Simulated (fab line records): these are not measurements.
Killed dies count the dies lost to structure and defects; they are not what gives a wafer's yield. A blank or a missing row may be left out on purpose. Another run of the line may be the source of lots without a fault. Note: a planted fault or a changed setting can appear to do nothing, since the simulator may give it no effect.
Comparing a struck lot with a sound one || flow nand_harc || 21 out of 1302 route steps
Sound: these wafers, L404.3, L404.4, L404.6. The struck wafers were L416.1, L416.2, L416.3. At the end, the cause is stated.
Per side, at each step with rows, come the tool, then ch with its chambers, and then its first start. Under that, the readings that differ: sound wafers || struck wafers || difference of the means || sigmas: that difference in standard deviations of wafers without a fault.
alike: readings whose means differ by less than 2 such deviations, and words and numbers that are the same on both sides. not compared: withheld readings, readings that some wafer has no value for, bounds like >300 that may hide the same value, and numbers for which the record gives no deviation and whose values overlap.
A row with sigmas, a row that says differs or no value, or rows on one side alone: a step with any of these is where the two part. Non-overlapping numbers with no deviation appear without sigmas and do not part them. A reading missing from all wafers of one side parts the sides only when that side holds two or more wafers.

NHARC_A_CONTACT_CMP_20: polishes, t overpolish 30 s, target thk 300 nm.
  sound on cmp-03 ch 1,2, day 23 08:41; struck on cmp-03 ch 1,2,3, day 28 18:06
  alike: edge_zone_pressure_frac, motor_current_A, overpolish_run_s, retaining_ring_pressure_frac, time_to_endpoint_s
following that, these wafers have no rows for 1 step: NHARC_A_CONTACT_SRD_22.
NHARC_A_CONTACT_INSPECT_23:
  sound on defect_inspect-01 at day 23 09:04; struck on defect_inspect-01 at day 28 18:30
  alike: raw_defect_count
then, 8 steps without rows for these wafers: NHARC_A_BLC_DEHYDRATE_00 (time 120 s); NHARC_A_BLC_HMDS_01 (time 30 s); NHARC_A_BLC_COAT_02 (time 75 s); NHARC_A_BLC_COAT_03 (time 65 s); NHARC_A_BLC_COAT_04 (resist thk 90 nm); NHARC_A_BLC_SOFTBAKE_05 (time 55 s); NHARC_A_BLC_EBR_06; NHARC_A_BLC_EXPOSE_07 (exposes mask A BLC, target cd 100 nm).
NHARC_A_BLC_PEB_08: peb time 65 s.
  sound on litho_track-01 ch 0, day 23 09:30; struck on litho_track-01 ch 0, day 28 18:56
then, 1 step without rows for these wafers: NHARC_A_BLC_DEVELOP_09 (develop time 35 s).
NHARC_A_BLC_CD_MEAS_10: the cd target is 100 nm.
  sound on cd_sem-01 ch 0, day 23 09:35; struck on cd_sem-01 ch 0, day 28 19:01
{"reading": "cd_nm (nm)", "sound": "99.7 99.5 99.7", "struck": "104.0 104.8 104.3", "difference": "+4.7", "sigmas": "+8"}
NHARC_A_BLC_OVL_MEAS_11:
  sound on overlay-01 at day 23 09:40; struck on overlay-02 at day 28 19:06
  alike: overlay_x_nm, overlay_y_nm
NHARC_A_BLC_INSPECT_12:
  sound on defect_inspect-01 at day 23 09:42; struck on defect_inspect-02 at day 28 19:08
  alike: raw_defect_count
NHARC_A_BLC_DESCUM_15: chemistry O2, time 3 s.
  sound on rie_diel-06 ch 1,2,3, day 23 09:46; struck on rie_diel-03 ch 0,1,3, day 28 19:11
{"reading": "model.A_BLC.cd_nm (nm)", "sound": "99.02 99.15 99.79", "struck": "105.1 104.4 104.4", "difference": "+5.3", "sigmas": ""}
  alike: drypump_motor_current_A, oes_product_au, rf_vpp_V, showerhead_plenum_p_Torr, throttle_valve_pct
  not compared: rf_hours_counter_h
NHARC_A_BLC_ETCH_16: etches the open film in CF4, target depth 39 nm, time 65 s.
  sound on rie_diel-06 ch 0,1,2, day 23 09:51; struck on rie_diel-03 ch 0,2,3, day 28 19:22
  alike: cf4_flow_sccm, drypump_motor_current_A, oes_product_au, rf_vpp_V, showerhead_plenum_p_Torr, throttle_valve_pct
  not compared: rf_hours_counter_h
NHARC_A_BLC_ETCH_17: etches the open film in N2/H2, target depth 390 nm, time 609.38 s.
  sound on rie_diel-06 ch 1,2,3; struck on rie_diel-03 ch 0,1,2
  alike: drypump_motor_current_A, oes_product_au, rf_vpp_V, showerhead_plenum_p_Torr, throttle_valve_pct
  not compared: rf_hours_counter_h
NHARC_A_BLC_ETCH_18: etches the open film in C4F8/O2/Ar, target depth 910 nm.
  sound on rie_diel-06 ch 0,1,2; struck on rie_diel-03 ch 0,2,3
{"reading": "model.A_BLC.cd_nm (nm)", "sound": "101.3 96.43 99.43", "struck": "106.3 102.9 102", "difference": "+4.7", "sigmas": ""}
  alike: oes_product_au, rf_vpp_V
  not compared: rf_hours_counter_h
NHARC_A_BLC_CD_MEAS_19:
  sound on cd_sem-01 at day 23 10:44; struck on cd_sem-03 at day 28 20:14
{"reading": "cd_nm (nm)", "sound": "101.4 96.6 99.2", "struck": "106.2 102.9 102.0", "difference": "+4.6", "sigmas": "+2"}

== WHERE THEY PART ==
First at NHARC_A_BLC_CD_MEAS_10; last, within this record, at NHARC_A_BLC_CD_MEAS_19.

WHY: what had been put in by the simulator
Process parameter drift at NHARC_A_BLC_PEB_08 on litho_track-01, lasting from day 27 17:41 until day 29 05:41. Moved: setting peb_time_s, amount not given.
